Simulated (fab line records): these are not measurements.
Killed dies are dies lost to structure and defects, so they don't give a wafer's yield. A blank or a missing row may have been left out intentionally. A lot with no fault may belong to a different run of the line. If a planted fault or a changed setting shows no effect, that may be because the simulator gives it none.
Comparing a struck lot with a sound one    flow n5Finfet    14 steps out of a route of 1938
Sound: the wafers L437.2, L437.3, L437.6. Wafers L443.2, L443.5, L443.6 were the ones struck. At the end, the cause is stated.
Each step with rows lists, per side, the tool, then ch with its chambers, then its first start. Under that, the readings that differ: sound wafers    struck wafers    difference of the means    sigmas: that difference in standard deviations of wafers without a fault.
alike: a reading whose means differ by less than 2 such deviations, as well as words and numbers matching on both sides. not compared: withheld readings; readings where some wafer has no value; bounds like >300 that might hide an equal value; numbers whose values overlap and for which the record gives no deviation.
The two part at a step that has a row with sigmas, a row that says differs or no value, or rows on one side only. Non-overlapping numbers with no deviation appear without sigmas and do not part them. A reading missing from all wafers of one side parts the sides only when that side holds two or more wafers.

first, 2 steps without rows for these wafers: N5_BEOL_M1_STRIP_65 (strips in N2/H2); N5_BEOL_M1_STRIP_75 (strips in N2/H2).
N5_BEOL_M1_STRIP_66: strips in CF4.
  sound on rieDiel-04 ch 1,3, day 9 07:43; struck on rieDiel-05 ch 0,1,3, day 10 16:47
  alike: drypumpMotorCurrentA, oesProductAu, rfVppV, showerheadPlenumPTorr, throttleValvePct
  not compared: rfHoursCounterH
N5_BEOL_M1_HM_OPEN_17: chemistry Cl2/BCl3, target TiN, target depth 20 nm, overetch 6 nm.
  sound on rieMetal-01 ch 0,1, day 9 07:46; struck on rieMetal-03 ch 0,1, day 10 16:49
  alike: drypumpMotorCurrentA, heBacksideLeakSccm, oesProductAu, throttleValvePct
  not compared: rfHoursCounterH
N5_BEOL_M1_STRIP_19: strips in O2.
  sound on rieDiel-06 ch 1,3, day 9 07:57; struck on rieDiel-04 ch 0,1, day 10 16:59
  alike: drypumpMotorCurrentA, oesProductAu, rfVppV, showerheadPlenumPTorr, tempC, throttleValvePct
  not compared: rfHoursCounterH
N5_BEOL_M1_CD_MEAS_18: pitch 36 nm, target cd 18 nm.
  sound on cdSem-03, day 9 08:01; struck on cdSem-02, day 10 17:03
reading    sound           struck          difference  sigmas
cdNm (nm)  17.3 17.8 17.6  18.2 18.4 18.1  +0.7        +2
then, 6 steps without rows for these wafers: N5_BEOL_M1_COAT_67 (time 60 s, resist thk 60 nm); N5_BEOL_M1_COAT_68 (time 60 s, resist thk 12 nm); N5_BEOL_M1_COAT_76 (time 60 s, resist thk 5 nm); N5_BEOL_M1_COAT_22 (resist thk 30 nm); N5_BEOL_M1_EBR_24; N5_BEOL_M1_SOFTBAKE_23 (time 60 s).
N5_BEOL_M1_EXPOSE_25: exposes mask V0, defocus 5 nm, target cd 24 nm.
  sound on euvScanner-02 ch 0, day 9 08:19; struck on euvScanner-02, day 10 17:14
  no value came back on the struck wafers for dipoleOpeningDeg (degrees), exposureDoseMJCm2, stageMsdNm (nm); on the sound wafers dipoleOpeningDeg (degrees) reads 30 30 30
  alike: mask
then, 1 step without rows for these wafers: N5_BEOL_M1_PEB_26 (peb time 60 s).

## WHERE THEY PART
Last at N5_BEOL_M1_EXPOSE_25 as far as this record goes, first at N5_BEOL_M1_CD_MEAS_18.

WHY: what the simulator had put in
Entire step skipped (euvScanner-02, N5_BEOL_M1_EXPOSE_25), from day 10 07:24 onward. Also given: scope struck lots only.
